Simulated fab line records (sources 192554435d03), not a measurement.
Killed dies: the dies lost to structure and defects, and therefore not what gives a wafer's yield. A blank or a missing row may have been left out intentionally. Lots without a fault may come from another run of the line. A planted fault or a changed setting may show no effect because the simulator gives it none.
Chamber matching + flow n5-finfet + N5_MIM_TOP_ALD_00 on ald-hk-01: 4 sister chambers
The step deposits Al2O3, purge time 3 s, co reactant pulse time 3 s. 8 wafers are shown with their chamber, then 6 later ones without.

== WAFERS WITH THEIR CHAMBER ==
| wafer  | chamber | precursor-pulse-height-rel |
|--------|---------|----------------------------|
| L990.3 | 0       | 1.024                      |
| L994.3 | 2       | 1.001                      |
| L994.5 | 2       | 0.976                      |
| L100.3 | 0       | 0.971                      |
| L100.4 | 3       | 1.017                      |
| L100.5 | 1       | 0.984                      |
| L103.1 | 1       | 0.968                      |
| L103.2 | 3       | 0.991                      |

== WAFERS MISSING THEIR CHAMBER ==
| wafer  | precursor-pulse-height-rel |
|--------|----------------------------|
| L106.2 | 0.993                      |
| L106.3 | 1.014                      |
| L106.5 | 1.034                      |
| L108.1 | 0.985                      |
| L108.2 | 0.989                      |
| L108.6 | 1.029                      |

== THE CHAMBER EACH PASSED THROUGH ==
| wafer  | from the rows above               | in truth |
|--------|-----------------------------------|----------|
| L106.2 | can't be placed: 0 or 2 or 3 or 1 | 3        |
| L106.3 | can't be placed: 3 or 0 or 2 or 1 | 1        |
| L106.5 | can't be placed: 3 or 0 or 2 or 1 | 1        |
| L108.1 | can't be placed: 2 or 1 or 0 or 3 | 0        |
| L108.2 | can't be placed: 2 or 0 or 1 or 3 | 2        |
| L108.6 | can't be placed: 3 or 0 or 2 or 1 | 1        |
Placed correctly: 0 of 6. Cannot be placed on the basis of these rows: 6; the candidates contain the true chamber in 6. Wrongly placed: 0.
How it was worked out, from the rows above alone: a wafer's distance from a chamber is the root of the sum, over the readings, of the square of ((its reading less the chamber's mean) divided by the reading's scatter). The wafer belongs to the nearest chamber; if the next one is less than 2 further off, it can't be placed. Each chamber's mean is taken over the wafers shown for it. The scatter: take each reading less its chamber's mean, square it, sum over the shown wafers, divide by the number of wafers less the number of chambers, and take the root.
